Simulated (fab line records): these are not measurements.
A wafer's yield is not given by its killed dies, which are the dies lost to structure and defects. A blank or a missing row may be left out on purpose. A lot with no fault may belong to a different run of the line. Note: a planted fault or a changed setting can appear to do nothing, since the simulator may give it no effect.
Chamber matching | flow n5Finfet | N5_BEOL_M11_STRIP_67 on rieDiel-02 has 4 sister chambers
The step strips in CF4. 4 wafers are shown with their chamber, then 8 later ones without.

== WAFERS PAIRED WITH THEIR CHAMBERS ==
wafer  | chamber | showerheadPlenumPTorr (Torr)
L083.2 | 2       | 1.72
L085.2 | 3       | 1.80
L085.3 | 0       | 1.88
L092.2 | 1       | 1.70

== WAFERS WITHOUT THEIR CHAMBER ==
wafer  | showerheadPlenumPTorr (Torr)
L092.4 | 1.72
L092.6 | 1.80
L094.2 | 1.79
L094.3 | 1.70
L094.4 | 1.72
L096.1 | 1.79
L096.3 | 1.88
L096.5 | 1.70

== THE CHAMBER EACH PASSED THROUGH ==
wafer  | from the rows above | in truth
L092.4 | 2                   | 2
L092.6 | 3                   | 3
L094.2 | 3                   | 3
L094.3 | 1                   | 1
L094.4 | 2                   | 2
L096.1 | 3                   | 3
L096.3 | 0                   | 0
L096.5 | 1                   | 1
Correct placement for 8 of the 8. Can't be placed from these rows: 0. Wrongly placed: 0.
How it was worked out, from the rows above alone: a wafer's distance from a chamber is the root of the sum, over the readings, of the square of ((its reading less the chamber's mean) divided by the reading's scatter). If the next closest chamber is less than 2 further off than the closest, the wafer can't be placed; otherwise it belongs to the closest. The mean given for a chamber averages the wafers shown for that chamber. The scatter: root of mean squared gap, hidden wafer to nearest shown wafer, with one shown wafer a chamber.
